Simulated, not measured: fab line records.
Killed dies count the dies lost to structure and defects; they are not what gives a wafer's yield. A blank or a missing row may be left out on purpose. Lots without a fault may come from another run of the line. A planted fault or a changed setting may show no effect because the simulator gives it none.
Matching of chambers || flow n5Finfet || N5_GATE_CUT_DESCUM_18 on rieDiel-02 has 4 sister chambers
The step chemistry O2, time 7 s. 4 wafers are shown with their chamber, then 12 later ones without.

WAFERS WITH THEIR CHAMBER
{"wafer": "L081.4", "chamber": 0, "drypumpMotorCurrentA (A)": 5.7}
{"wafer": "L086.1", "chamber": 1, "drypumpMotorCurrentA (A)": 6.4}
{"wafer": "L086.4", "chamber": 2, "drypumpMotorCurrentA (A)": 6.1}
{"wafer": "L086.5", "chamber": 3, "drypumpMotorCurrentA (A)": 4.7}

WAFERS MISSING THEIR CHAMBER
{"wafer": "L085.3", "drypumpMotorCurrentA (A)": 5.8}
{"wafer": "L085.4", "drypumpMotorCurrentA (A)": 6.1}
{"wafer": "L085.5", "drypumpMotorCurrentA (A)": 5.8}
{"wafer": "L087.4", "drypumpMotorCurrentA (A)": 5.8}
{"wafer": "L087.5", "drypumpMotorCurrentA (A)": 4.7}
{"wafer": "L087.6", "drypumpMotorCurrentA (A)": 5.8}
{"wafer": "L094.2", "drypumpMotorCurrentA (A)": 6.1}
{"wafer": "L094.4", "drypumpMotorCurrentA (A)": 6.1}
{"wafer": "L094.5", "drypumpMotorCurrentA (A)": 6.4}
{"wafer": "L097.1", "drypumpMotorCurrentA (A)": 5.8}
{"wafer": "L097.2", "drypumpMotorCurrentA (A)": 4.7}
{"wafer": "L097.5", "drypumpMotorCurrentA (A)": 6.1}

WHICH CHAMBER EACH ONE RAN IN
{"wafer": "L085.3", "from the rows above": 0, "in truth": 0}
{"wafer": "L085.4", "from the rows above": 2, "in truth": 2}
{"wafer": "L085.5", "from the rows above": 0, "in truth": 0}
{"wafer": "L087.4", "from the rows above": 0, "in truth": 0}
{"wafer": "L087.5", "from the rows above": 3, "in truth": 3}
{"wafer": "L087.6", "from the rows above": 0, "in truth": 0}
{"wafer": "L094.2", "from the rows above": 2, "in truth": 2}
{"wafer": "L094.4", "from the rows above": 2, "in truth": 2}
{"wafer": "L094.5", "from the rows above": 1, "in truth": 1}
{"wafer": "L097.1", "from the rows above": 0, "in truth": 0}
{"wafer": "L097.2", "from the rows above": 3, "in truth": 3}
{"wafer": "L097.5", "from the rows above": 2, "in truth": 2}
Placed correctly: 12 of 12. Left unplaced by these rows: 0. Number placed wrongly: 0.
How it was worked out, from the rows above alone: a wafer's distance from a chamber is the root of the sum, over the readings, of the square of ((its reading less the chamber's mean) divided by the reading's scatter). The wafer belongs to the nearest chamber; if the next one is less than 2 further off, it can't be placed. Each chamber's mean is taken over the wafers shown for it. The scatter (one wafer shown for each chamber): square how far every hidden wafer sits from the nearest shown wafer, average those squares and take the square root.
